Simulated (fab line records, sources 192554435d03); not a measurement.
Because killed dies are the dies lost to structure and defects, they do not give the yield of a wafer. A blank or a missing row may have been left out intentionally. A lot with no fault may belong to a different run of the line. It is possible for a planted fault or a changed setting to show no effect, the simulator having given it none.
fab line records / flow n5-finfet
record: lots: 7 wafers: 21
route steps=1938 shown PASSIVATION@1929
start-h: start of the lot's first displayed wafer, in hours after the record's first day / wait-h: hours since the lot's step before / " unchanged from the row above / L1.1+2: a single row standing in for several wafers / - either no value or no given start / * or withheld: withheld / < > ~ a bound
route shown NAME@n: a module of which the file shows steps, and the number in the route of the first / usual: mean and standard deviation over wafers with no fault / same: alike in all rows / chamber/n: place in a boat / sites: readings site by site / _std_site: their standard deviation / _edge_site: the outer-site mean with the inner-site mean subtracted / radius-mm: how far each site lies from the wafer's centre / mask NAME#n: copy n / behind: tool/chamber where the wafer was last shaped / hold: what put the lot on hold/how long, in hours/how the hold closed / device: the transistor (n, p or np) that didn't switch / end of line: tests run on the same wafers once the route is complete / a step given without rows: its recipe and nothing more / killed: at the first sort, the dies lost to defects and structure; wafer yield is something else / map: dies across one wafer; x = killed, . = not, _ = none there
set.NAME: the setting the step ran with; set.NAME@STEP: the setting that earlier step ran with / model.NAME: the simulator's own value behind a step, which no gauge read
lots whose settings were changed on purpose; a table a step, a row a wafer
== steps ==
step: N5_PASSIVATION_PASS_ETCH_47
recipe: chemistry: CF4/O2 target: SiNx target-depth-a: 7700 time-s: 385 ion-energy-ev: 100 pressure-mtorr: 40 source-w: 535 bias-w: 49 Ar_flow_sccm: 100 cf4-flow-sccm: 100 O2_flow_sccm: 10
lot.wafer=L075.2+3 tool=rie-diel-01 chamber=3,0 start-h=276.01 wait-h=0.0 set.source-w=560.6
lot.wafer=L075.4 tool=rie-diel-01 chamber=3 start-h=276.01 wait-h=0.0 set.source-w=535
lot.wafer=L077.3+4+6 tool=rie-diel-04 chamber=2,1,1 start-h=281.85 wait-h=0.0 set.source-w=535
lot.wafer=L080.3+4 tool=rie-diel-04 chamber=2 start-h=291.79 wait-h=0.0 set.source-w=584.8
lot.wafer=L080.6 tool=rie-diel-04 chamber=0 start-h=291.79 wait-h=0.0 set.source-w=535
lot.wafer=L084.1+3+5 tool=rie-diel-04 chamber=3,1,0 start-h=341.85 wait-h=0.0 set.source-w=607.9
lot.wafer=L092.1+3+6 tool=rie-diel-03 chamber=0,1,1 start-h=388.78 wait-h=0.0 set.source-w=535
lot.wafer=L095.1+3+6 tool=rie-diel-01 chamber=0,2,3 start-h=402.16 wait-h=0.0 set.source-w=535
lot.wafer=L096.2+3+4 tool=rie-diel-03 chamber=3,1,0 start-h=409.51 wait-h=0.0 set.source-w=615.4
step: N5_PASSIVATION_ETCH_54
recipe: chemistry: CHF3/O2 target: SiO2 target-depth-a: 8800 CHF3_flow_sccm: 50 O2_flow_sccm: 5 Ar_flow_sccm: 200 time-s: 440 mask-material: PR pressure-mtorr: 30 source-w: 650 bias-w: 170 ion-energy-ev: 200
step: N5_PASSIVATION_STRIP_48
recipe: chemistry: O2 power-w: 600 temp-c: 60 pressure-mtorr: 30 rf-frequency-hz: 6e+07 bias-power-w: 0 overash-fraction: 0.5 o2-flow-sccm: 225
step: N5_PASSIVATION_SRD_72
recipe: dry: ipa-marangoni time-s: 30 temp-c: 23 rinse-liquid: diw
step: N5_PASSIVATION_ANNEAL_56
recipe: temp-c: 400 time-s: 1800 ambient: FGA idle-temp-c: 300 ramp-up-c-per-min: 5 ramp-down-c-per-min: 3
step: N5_PASSIVATION_PROBE_49
usual: defect-limited-yield: 91.4/1.4 killed_at_M0_to_M3: 31/10 killed_at_M4_up: 14/5.6 killed-at-contacts: 13/6.3 killed-at-front-end: 39/10 killed-at-other: 4/3.1 killed-dies: 101/16 killed-open: 65/13 killed-short: 34/7.2 sort_bin_5_function: 5.1/0.88 sort_bin_6_memory: 3.2/0.66 sort-n-pass: 1079/16 sort-yield-pct: 91.4/1.4
same: gross-dies: 1180 killed-at-back-side: 0 sort_bin_4_leakage[%]: 0 sort_bin_8_speed[%]: 0
lot.wafer=L075.2 tool=prober-01 chamber=- start-h=279.08 wait-h=0.1 set.develop-time-s@PASSIVATION_DEVELOP_43=69.04 defect-limited-yield[%]=90.2 killed_at_M0_to_M3=25 killed_at_M4_up=12 killed-at-contacts=23 killed-at-front-end=40 killed-at-other=16 killed-dies=116 killed-open=78 killed-short=38 sort_bin_5_function[%]=5.8 sort_bin_6_memory[%]=3.8 sort-n-pass=1064 sort-yield-pct[%]=90.2
lot.wafer=L075.3 tool=prober-01 chamber=- start-h=279.13 wait-h=0.1 set.develop-time-s@PASSIVATION_DEVELOP_43=60 defect-limited-yield[%]=72.9 killed_at_M0_to_M3=53 killed_at_M4_up=212 killed-at-contacts=7 killed-at-front-end=41 killed-at-other=7 killed-dies=320 killed-open=72 killed-short=42 sort_bin_5_function[%]=15.4 sort_bin_6_memory[%]=9.7 sort-n-pass=860 sort-yield-pct[%]=72.9
lot.wafer=L075.4 tool=prober-01 chamber=- start-h=279.18 wait-h=0.2 set.develop-time-s@PASSIVATION_DEVELOP_43=60 defect-limited-yield[%]=91.8 killed_at_M0_to_M3=27 killed_at_M4_up=5 killed-at-contacts=12 killed-at-front-end=41 killed-at-other=12 killed-dies=97 killed-open=70 killed-short=26 sort_bin_5_function[%]=5.0 sort_bin_6_memory[%]=3.0 sort-n-pass=1083 sort-yield-pct[%]=91.8
lot.wafer=L077.3 tool=prober-01 chamber=- start-h=284.95 wait-h=0.1 set.develop-time-s@PASSIVATION_DEVELOP_43=60 defect-limited-yield[%]=88.3 killed_at_M0_to_M3=36 killed_at_M4_up=16 killed-at-contacts=12 killed-at-front-end=62 killed-at-other=12 killed-dies=138 killed-open=89 killed-short=47 sort_bin_5_function[%]=6.9 sort_bin_6_memory[%]=4.4 sort-n-pass=1042 sort-yield-pct[%]=88.3
lot.wafer=L077.4 tool=prober-01 chamber=- start-h=285.00 wait-h=0.2 set.develop-time-s@PASSIVATION_DEVELOP_43=60 defect-limited-yield[%]=86.8 killed_at_M0_to_M3=47 killed_at_M4_up=22 killed-at-contacts=27 killed-at-front-end=56 killed-at-other=4 killed-dies=156 killed-open=113 killed-short=42 sort_bin_5_function[%]=7.9 sort_bin_6_memory[%]=4.7 sort-n-pass=1024 sort-yield-pct[%]=86.8
lot.wafer=L077.6 tool=prober-01 chamber=- start-h=285.10 wait-h=0.3 set.develop-time-s@PASSIVATION_DEVELOP_43=60 defect-limited-yield[%]=91.5 killed_at_M0_to_M3=17 killed_at_M4_up=16 killed-at-contacts=18 killed-at-front-end=46 killed-at-other=3 killed-dies=100 killed-open=69 killed-short=28 sort_bin_5_function[%]=4.6 sort_bin_6_memory[%]=3.3 sort-n-pass=1080 sort-yield-pct[%]=91.5
lot.wafer=L080.3 tool=prober-01 chamber=- start-h=294.90 wait-h=0.1 set.develop-time-s@PASSIVATION_DEVELOP_43=52.59 defect-limited-yield[%]=93.5 killed_at_M0_to_M3=30 killed_at_M4_up=11 killed-at-contacts=4 killed-at-front-end=27 killed-at-other=5 killed-dies=77 killed-open=46 killed-short=31 sort_bin_5_function[%]=3.7 sort_bin_6_memory[%]=2.7 sort-n-pass=1103 sort-yield-pct[%]=93.5
lot.wafer=L080.4 tool=prober-01 chamber=- start-h=294.95 wait-h=0.2 set.develop-time-s@PASSIVATION_DEVELOP_43=60 defect-limited-yield[%]=12.5 killed_at_M0_to_M3=983 killed_at_M4_up=9 killed-at-contacts=4 killed-at-front-end=34 killed-at-other=3 killed-dies=1033 killed-open=51 killed-short=29 sort_bin_5_function[%]=84.3 sort_bin_6_memory[%]=2.9 sort-n-pass=147 sort-yield-pct[%]=12.5
lot.wafer=L080.6 tool=prober-01 chamber=- start-h=295.05 wait-h=0.3 set.develop-time-s@PASSIVATION_DEVELOP_43=60 defect-limited-yield[%]=10.3 killed_at_M0_to_M3=1000 killed_at_M4_up=12 killed-at-contacts=9 killed-at-front-end=35 killed-at-other=2 killed-dies=1058 killed-open=54 killed-short=25 sort_bin_5_function[%]=87.5 sort_bin_6_memory[%]=2.1 sort-n-pass=122 sort-yield-pct[%]=10.3
lot.wafer=L084.1 tool=prober-01 chamber=- start-h=344.96 wait-h=0.0 set.develop-time-s@PASSIVATION_DEVELOP_43=46.71 defect-limited-yield[%]=92.5 killed_at_M0_to_M3=33 killed_at_M4_up=14 killed-at-contacts=16 killed-at-front-end=24 killed-at-other=2 killed-dies=89 killed-open=61 killed-short=28 sort_bin_5_function[%]=3.9 sort_bin_6_memory[%]=3.2 sort-n-pass=1091 sort-yield-pct[%]=92.5
lot.wafer=L084.3 tool=prober-01 chamber=- start-h=345.06 wait-h=0.1 set.develop-time-s@PASSIVATION_DEVELOP_43=60 defect-limited-yield[%]=78.5 killed_at_M0_to_M3=125 killed_at_M4_up=84 killed-at-contacts=8 killed-at-front-end=36 killed-at-other=1 killed-dies=254 killed-open=65 killed-short=18 sort_bin_5_function[%]=16.9 sort_bin_6_memory[%]=4.2 sort-n-pass=926 sort-yield-pct[%]=78.5
lot.wafer=L084.5 tool=prober-01 chamber=- start-h=345.16 wait-h=0.2 set.develop-time-s@PASSIVATION_DEVELOP_43=46.71 defect-limited-yield[%]=82.7 killed_at_M0_to_M3=133 killed_at_M4_up=25 killed-at-contacts=7 killed-at-front-end=38 killed-at-other=1 killed-dies=204 killed-open=74 killed-short=30 sort_bin_5_function[%]=13.6 sort_bin_6_memory[%]=3.6 sort-n-pass=976 sort-yield-pct[%]=82.7
lot.wafer=L092.1 tool=prober-02 chamber=- start-h=391.78 wait-h=0.0 set.develop-time-s@PASSIVATION_DEVELOP_43=56.15 defect-limited-yield[%]=91.9 killed_at_M0_to_M3=37 killed_at_M4_up=17 killed-at-contacts=2 killed-at-front-end=36 killed-at-other=4 killed-dies=96 killed-open=66 killed-short=27 sort_bin_5_function[%]=5.3 sort_bin_6_memory[%]=2.5 sort-n-pass=1084 sort-yield-pct[%]=91.9
lot.wafer=L092.3 tool=prober-02 chamber=- start-h=391.88 wait-h=0.1 set.develop-time-s@PASSIVATION_DEVELOP_43=60 defect-limited-yield[%]=91.9 killed_at_M0_to_M3=25 killed_at_M4_up=20 killed-at-contacts=10 killed-at-front-end=37 killed-at-other=4 killed-dies=96 killed-open=67 killed-short=28 sort_bin_5_function[%]=4.3 sort_bin_6_memory[%]=3.3 sort-n-pass=1084 sort-yield-pct[%]=91.9
lot.wafer=L092.6 tool=prober-02 chamber=- start-h=392.03 wait-h=0.3 set.develop-time-s@PASSIVATION_DEVELOP_43=56.15 defect-limited-yield[%]=91.9 killed_at_M0_to_M3=27 killed_at_M4_up=19 killed-at-contacts=6 killed-at-front-end=38 killed-at-other=6 killed-dies=96 killed-open=54 killed-short=38 sort_bin_5_function[%]=4.4 sort_bin_6_memory[%]=3.4 sort-n-pass=1084 sort-yield-pct[%]=91.9
lot.wafer=L095.1 tool=prober-02 chamber=- start-h=405.17 wait-h=0.0 set.develop-time-s@PASSIVATION_DEVELOP_43=60 defect-limited-yield[%]=92.3 killed_at_M0_to_M3=29 killed_at_M4_up=13 killed-at-contacts=19 killed-at-front-end=29 killed-at-other=1 killed-dies=91 killed-open=47 killed-short=42 sort_bin_5_function[%]=4.7 sort_bin_6_memory[%]=2.9 sort-n-pass=1089 sort-yield-pct[%]=92.3
lot.wafer=L095.3 tool=prober-02 chamber=- start-h=405.27 wait-h=0.1 set.develop-time-s@PASSIVATION_DEVELOP_43=60 defect-limited-yield[%]=92.3 killed_at_M0_to_M3=28 killed_at_M4_up=12 killed-at-contacts=10 killed-at-front-end=36 killed-at-other=5 killed-dies=91 killed-open=56 killed-short=30 sort_bin_5_function[%]=4.2 sort_bin_6_memory[%]=2.6 sort-n-pass=1089 sort-yield-pct[%]=92.3
lot.wafer=L095.6 tool=prober-02 chamber=- start-h=405.42 wait-h=0.3 set.develop-time-s@PASSIVATION_DEVELOP_43=60 defect-limited-yield[%]=91.9 killed_at_M0_to_M3=25 killed_at_M4_up=16 killed-at-contacts=10 killed-at-front-end=43 killed-at-other=2 killed-dies=96 killed-open=52 killed-short=38 sort_bin_5_function[%]=4.0 sort_bin_6_memory[%]=3.1 sort-n-pass=1084 sort-yield-pct[%]=91.9
lot.wafer=L096.2 tool=prober-01 chamber=- start-h=412.62 wait-h=0.1 set.develop-time-s@PASSIVATION_DEVELOP_43=60 defect-limited-yield[%]=91.8 killed_at_M0_to_M3=17 killed_at_M4_up=13 killed-at-contacts=25 killed-at-front-end=35 killed-at-other=7 killed-dies=97 killed-open=68 killed-short=27 sort_bin_5_function[%]=5.2 sort_bin_6_memory[%]=2.9 sort-n-pass=1083 sort-yield-pct[%]=91.8
lot.wafer=L096.3 tool=prober-01 chamber=- start-h=412.67 wait-h=0.1 set.develop-time-s@PASSIVATION_DEVELOP_43=60 defect-limited-yield[%]=89.2 killed_at_M0_to_M3=21 killed_at_M4_up=23 killed-at-contacts=21 killed-at-front-end=54 killed-at-other=8 killed-dies=127 killed-open=89 killed-short=37 sort_bin_5_function[%]=5.8 sort_bin_6_memory[%]=4.8 sort-n-pass=1053 sort-yield-pct[%]=89.2
lot.wafer=L096.4 tool=prober-01 chamber=- start-h=412.72 wait-h=0.2 set.develop-time-s@PASSIVATION_DEVELOP_43=60 defect-limited-yield[%]=80.3 killed_at_M0_to_M3=16 killed_at_M4_up=142 killed-at-contacts=14 killed-at-front-end=56 killed-at-other=5 killed-dies=233 killed-open=62 killed-short=33 sort_bin_5_function[%]=11.2 sort_bin_6_memory[%]=7.8 sort-n-pass=947 sort-yield-pct[%]=80.3
killed by level:class
L075.2 MOL_CONTACT_COAG:geometric-particle:open=16 STI_FIN_REVEAL:geometric-particle:open=13 FIN_SAQP:geometric-particle:short=8 BEOL_M3:geometric-particle:open=8 FIN_SAQP:geometric-particle:open=7 MOL_CONTACT_COAG:geometric-particle:short=7 BEOL_M5:geometric-particle:open=5 MIM_TOP:geometric-particle:open=5
L075.3 BEOL_M5:area-expose=202 FIN_SAQP:geometric-particle:open=15 BEOL_M3:geometric-particle:open=15 BEOL_M0_SAQP:geometric-particle:short=14 BEOL_M0_SAQP:geometric-particle:open=13 FIN_SAQP:geometric-particle:short=11 BEOL_M1:geometric-particle:open=7 MOL_CONTACT_COAG:geometric-particle:open=5
L075.4 FIN_SAQP:geometric-particle:open=11 MOL_CONTACT_COAG:geometric-particle:open=11 BEOL_M3:geometric-particle:open=11 STI_FIN_REVEAL:geometric-particle:open=5 STARTING-WAFER:geometric-particle:open=5 STARTING-WAFER:geometric-particle:short=5 DUMMY_GATE:geometric-particle:open=4 MIM_TOP:geometric-particle:open=4
L077.3 FIN_SAQP:geometric-particle:open=26 FIN_SAQP:geometric-particle:short=10 MOL_CONTACT_COAG:geometric-particle:open=8 BEOL_M0_SAQP:geometric-particle:open=7 STI_FIN_REVEAL:geometric-particle:open=6 BEOL_M0_SAQP:geometric-particle:short=6 ILD0:geometric-particle:open=5 BEOL_M2:geometric-particle:open=5
L077.4 STI_FIN_REVEAL:geometric-particle:open=34 MOL_CONTACT_COAG:geometric-particle:open=19 BEOL_M1:geometric-particle:open=10 MOL_CONTACT_COAG:geometric-particle:short=8 BEOL_M0_SAQP:geometric-particle:open=7 BEOL_M1:geometric-particle:short=7 FIN_SAQP:geometric-particle:open=6 STI_FIN_REVEAL:geometric-particle:short=6
L077.6 FIN_SAQP:geometric-particle:open=13 MOL_CONTACT_COAG:geometric-particle:open=13 STI_FIN_REVEAL:geometric-particle:open=10 BEOL_M3:geometric-particle:open=8 MOL_CONTACT_COAG:geometric-particle:short=5 GATE_CUT:geometric-particle:short=4 BEOL_M4:geometric-particle:open=4 FIN_SAQP:geometric-particle:short=3
L080.3 BEOL_M3:geometric-particle:open=11 FIN_SAQP:geometric-particle:short=9 BEOL_M0_SAQP:geometric-particle:open=8 BEOL_M8:geometric-particle:open=4 STI_FIN_REVEAL:geometric-particle:open=4 BEOL_M0_SAQP:geometric-particle:short=4 STARTING-WAFER:geometric-particle:short=3 DUMMY_GATE:geometric-particle:open=2
L080.4 BEOL_M0_SAQP:area-ald=952 BEOL_M0_SAQP:geometric-particle:open=13 FIN_SAQP:geometric-particle:short=10 BEOL_M0_SAQP:geometric-particle:short=7 FIN_SAQP:geometric-particle:open=6 BEOL_M1:geometric-particle:open=5 BEOL_M8:geometric-particle:open=4 MOL_CONTACT_COAG:geometric-particle:open=3
L080.6 BEOL_M0_SAQP:area-ald=979 FIN_SAQP:geometric-particle:open=10 GATE_CUT:geometric-particle:short=8 MOL_CONTACT_COAG:geometric-particle:open=8 BEOL_M0_SAQP:geometric-particle:short=6 BEOL_M0_SAQP:geometric-particle:open=5 FIN_SAQP:geometric-particle:short=4 BEOL_M5:geometric-particle:open=4
L084.1 MOL_CONTACT_COAG:geometric-particle:open=13 BEOL_M3:geometric-particle:open=7 FIN_SAQP:geometric-particle:open=6 BEOL_M4:geometric-particle:open=6 BEOL_M1:geometric-particle:open=6 BEOL_M2:geometric-particle:open=5 STI_FIN_REVEAL:geometric-particle:open=4 BEOL_M0_SAQP:geometric-particle:open=4
L084.3 BEOL_M0_SAQP:area-ald=103 BEOL_M5:area-expose=67 STI_FIN_REVEAL:geometric-particle:open=14 MOL_CONTACT_COAG:geometric-particle:open=8 BEOL_M2:geometric-particle:open=7 BEOL_M4:geometric-particle:open=7 FIN_SAQP:geometric-particle:open=5 BEOL_M0_SAQP:geometric-particle:open=4
L084.5 BEOL_M0_SAQP:area-ald=99 BEOL_M4:geometric-particle:open=11 BEOL_M2:geometric-particle:open=10 FIN_SAQP:geometric-particle:short=9 BEOL_M0_SAQP:geometric-particle:short=8 FIN_SAQP:geometric-particle:open=7 BEOL_M7:geometric-particle:open=7 MOL_CONTACT_COAG:geometric-particle:open=6
L092.1 BEOL_M4:geometric-particle:open=11 FIN_SAQP:geometric-particle:open=10 BEOL_M3:geometric-particle:open=9 BEOL_M0_SAQP:geometric-particle:short=7 BEOL_M0_SAQP:geometric-particle:open=7 FIN_SAQP:geometric-particle:short=6 STI_FIN_REVEAL:geometric-particle:open=6 BEOL_M1:geometric-particle:open=5
L092.3 BEOL_M4:geometric-particle:open=13 FIN_SAQP:geometric-particle:short=12 MOL_CONTACT_COAG:geometric-particle:open=10 FIN_SAQP:geometric-particle:open=9 STI_FIN_REVEAL:geometric-particle:open=8 BEOL_M2:geometric-particle:open=8 BEOL_M3:geometric-particle:open=5 DUMMY_GATE:geometric-particle:open=3
L092.6 BEOL_M4:geometric-particle:open=8 BEOL_M0_SAQP:geometric-particle:short=8 FIN_SAQP:geometric-particle:open=7 FIN_SAQP:geometric-particle:short=5 MOL_CONTACT_COAG:geometric-particle:open=5 BEOL_M0_SAQP:geometric-particle:open=5 BEOL_M3:geometric-particle:open=5 GATE_CUT:geometric-particle:short=4
L095.1 MOL_CONTACT_COAG:geometric-particle:open=13 BEOL_M0_SAQP:geometric-particle:short=9 GATE_CUT:geometric-particle:short=8 BEOL_M3:geometric-particle:open=7 MOL_CONTACT_COAG:geometric-particle:short=6 DUMMY_GATE:geometric-particle:open=5 FIN_SAQP:geometric-particle:open=4 BEOL_M6:geometric-particle:open=4
L095.3 FIN_SAQP:geometric-particle:short=12 BEOL_M0_SAQP:geometric-particle:open=10 MOL_CONTACT_COAG:geometric-particle:open=9 BEOL_M4:geometric-particle:open=6 BEOL_M1:geometric-particle:open=5 HKMG_FIN:area-etch=5 BEOL_M0_SAQP:geometric-particle:short=4 DUMMY_GATE:geometric-particle:open=3
L095.6 BEOL_M4:geometric-particle:open=8 GATE_CUT:geometric-particle:short=7 MOL_CONTACT_COAG:geometric-particle:open=7 BEOL_M1:geometric-particle:open=7 FIN_SAQP:geometric-particle:short=6 FIN_SAQP:geometric-particle:open=6 BEOL_M2:geometric-particle:open=6 STARTING-WAFER:geometric-particle:open=5
L096.2 MOL_CONTACT_COAG:geometric-particle:open=21 STI_FIN_REVEAL:geometric-particle:open=9 BEOL_M1:geometric-particle:open=7 FIN_SAQP:geometric-particle:short=6 FIN_SAQP:geometric-particle:open=5 GATE_CUT:geometric-particle:short=4 BEOL_M4:geometric-particle:short=4 DUMMY_GATE:geometric-particle:open=3
L096.3 STI_FIN_REVEAL:geometric-particle:open=20 MOL_CONTACT_COAG:geometric-particle:open=17 FIN_SAQP:geometric-particle:open=14 FIN_SAQP:geometric-particle:short=10 BEOL_M4:geometric-particle:open=7 BEOL_M1:geometric-particle:open=5 BEOL_M5:geometric-particle:open=5 BEOL_M4:geometric-particle:short=4
L096.4 BEOL_M5:area-expose=129 FIN_SAQP:geometric-particle:short=15 FIN_SAQP:geometric-particle:open=14 MOL_CONTACT_COAG:geometric-particle:open=10 STI_FIN_REVEAL:geometric-particle:open=8 BEOL_M1:geometric-particle:open=8 BEOL_M4:geometric-particle:open=6 HKMG_FIN:area-etch=5
== key ==
split: step: N5_PASSIVATION_PASS_ETCH_47 setting: source-w stated: 535 by: wafer
response none clear
split outside-this-file step=N5_PASSIVATION_DEVELOP_43 setting=develop-time-s
split outside-this-file: this setting was split too, and the file shows its column; the key of that split is in another file
